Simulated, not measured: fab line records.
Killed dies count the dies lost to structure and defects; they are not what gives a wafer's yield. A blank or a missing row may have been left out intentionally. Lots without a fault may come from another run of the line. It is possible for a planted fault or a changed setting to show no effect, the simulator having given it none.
Split-lot trial + flow n5-finfet + 7 lots, 39 wafers read, on a route of 1938 steps

THE SPLIT
At N5_DUMMY_GATE_ETCH_37 (etches SOC in N2/H2, target depth 60 nm, overetch 30 nm), the setting source-w was moved away from the recipe's 840 W on 12 of the 39 wafers read, by -18.1% to +10.5%. All remaining wafers had this setting at the recipe value.

The split's own step is where the reading is taken.

THE READING
rf-vpp-V, in V, at N5_DUMMY_GATE_ETCH_37 (etches SOC in N2/H2, target depth 60 nm, overetch 30 nm). Typical for fault-free wafers on this fab line: 524.0 V, with standard deviation 2.4 V.

| wafer  | tool, chamber at the split | source-w as run, W | against the recipe | rf-vpp-V, V | against lot-mates on the recipe |
|--------|----------------------------|--------------------|--------------------|-------------|---------------------------------|
| L077.1 | rie-diel-04, 1             | 840                | recipe             | 527.3       | -                               |
| L077.2 | rie-diel-04, 2             | 840                | recipe             | 523.0       | -                               |
| L077.3 | rie-diel-04, 0             | 840                | recipe             | 521.9       | -                               |
| L077.4 | rie-diel-04, 2             | 840                | recipe             | 522.5       | -                               |
| L077.5 | rie-diel-04, 0             | 840                | recipe             | 523.0       | -                               |
| L077.6 | rie-diel-04, 1             | 840                | recipe             | 525.6       | -                               |
| L078.1 | rie-diel-04, 0             | 840                | recipe             | 521.3       | -                               |
| L078.2 | rie-diel-04, 1             | 910.4              | +8.4%              | 511.6       | -11.7                           |
| L078.3 | rie-diel-04, 2             | 910.4              | +8.4%              | 509.7       | -13.6                           |
| L078.4 | rie-diel-04, 0             | 840                | recipe             | 522.2       | -                               |
| L078.5 | rie-diel-04, 2             | 910.4              | +8.4%              | 508.2       | -15.1                           |
| L078.6 | rie-diel-04, 1             | 840                | recipe             | 526.3       | -                               |
| L086.1 | rie-diel-05, 3             | 840                | recipe             | 521.5       | -                               |
| L086.2 | rie-diel-05, 2             | 688.3              | -18.1%             | 561.3       | +38.9                           |
| L086.3 | rie-diel-05, 1             | 840                | recipe             | 520.3       | -                               |
| L086.4 | rie-diel-05, 0             | 688.3              | -18.1%             | 562.8       | +40.4                           |
| L086.5 | rie-diel-05, 2             | 840                | recipe             | 525.3       | -                               |
| L086.6 | rie-diel-05, 3             | 688.3              | -18.1%             | 554.9       | +32.5                           |
| L090.1 | rie-diel-06, 2             | 840                | recipe             | 527.0       | -                               |
| L090.2 | rie-diel-06, 0             | 840                | recipe             | 527.2       | -                               |
| L090.3 | rie-diel-06, 3             | 840                | recipe             | 526.9       | -                               |
| L090.4 | rie-diel-06, 1             | 840                | recipe             | 522.2       | -                               |
| L090.5 | rie-diel-06, 3             | 840                | recipe             | 525.5       | -                               |
| L090.6 | rie-diel-06, 2             | 840                | recipe             | 526.5       | -                               |
| L091.1 | rie-diel-04, 1             | 840                | recipe             | 526.5       | -                               |
| L091.2 | rie-diel-04, 2             | 840                | recipe             | 522.4       | -                               |
| L091.3 | rie-diel-04, 2             | 840                | recipe             | 520.7       | -                               |
| L091.4 | rie-diel-04, 1             | 928.3              | +10.5%             | 508.4       | -14.8                           |
| L091.5 | rie-diel-04, 2             | 928.3              | +10.5%             | 504.8       | -18.4                           |
| L091.6 | rie-diel-04, 1             | 928.3              | +10.5%             | 508.0       | -15.2                           |
| L092.3 | rie-diel-06, 1             | 840                | recipe             | 521.0       | -                               |
| L092.5 | rie-diel-06, 3             | 840                | recipe             | 527.9       | -                               |
| L092.6 | rie-diel-06, 0             | 840                | recipe             | 524.8       | -                               |
| L097.1 | rie-diel-04, 0             | 840                | recipe             | 521.9       | -                               |
| L097.2 | rie-diel-04, 2             | 799.3              | -4.8%              | 531.7       | +8.0                            |
| L097.3 | rie-diel-04, 1             | 799.3              | -4.8%              | 534.3       | +10.6                           |
| L097.4 | rie-diel-04, 3             | 840                | recipe             | 522.1       | -                               |
| L097.5 | rie-diel-04, 1             | 840                | recipe             | 527.2       | -                               |
| L097.6 | rie-diel-04, 0             | 799.3              | -4.8%              | 531.8       | +8.1                            |

FIT RESULTS
A straight line over all 39 wafers: rf-vpp-V changes by -1.85 V for each +1% of source-w; r = -0.98; the points scatter about the line by 2.6 V.
The same after taking each lot's own level away (the mean of its wafers on the recipe; 39 wafers): -1.88 V for each +1%; r = -0.98; scatter 2.6 V.
Per that fit: largest source-w move, reading shift of 34 V.
The lots' own levels span 522.37 to 525.88 V, that is 1.5 times the standard deviation above.
The two slopes are in agreement: the lot-to-lot level therefore moves the slope only a little.
Check: +33.4 V against its lot-mates is what the line predicts for one of the wafers moved furthest among these (-18.1%) when that wafer is left out of the fit. It came out at +38.9 V against them.
Tool readings at the split's step, against how far the setting was moved: rf-vpp-V r = -0.98.

FILE'S OWN FIT
rf-vpp-V changes by -1.88 V for each +1% of source-w, r = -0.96.
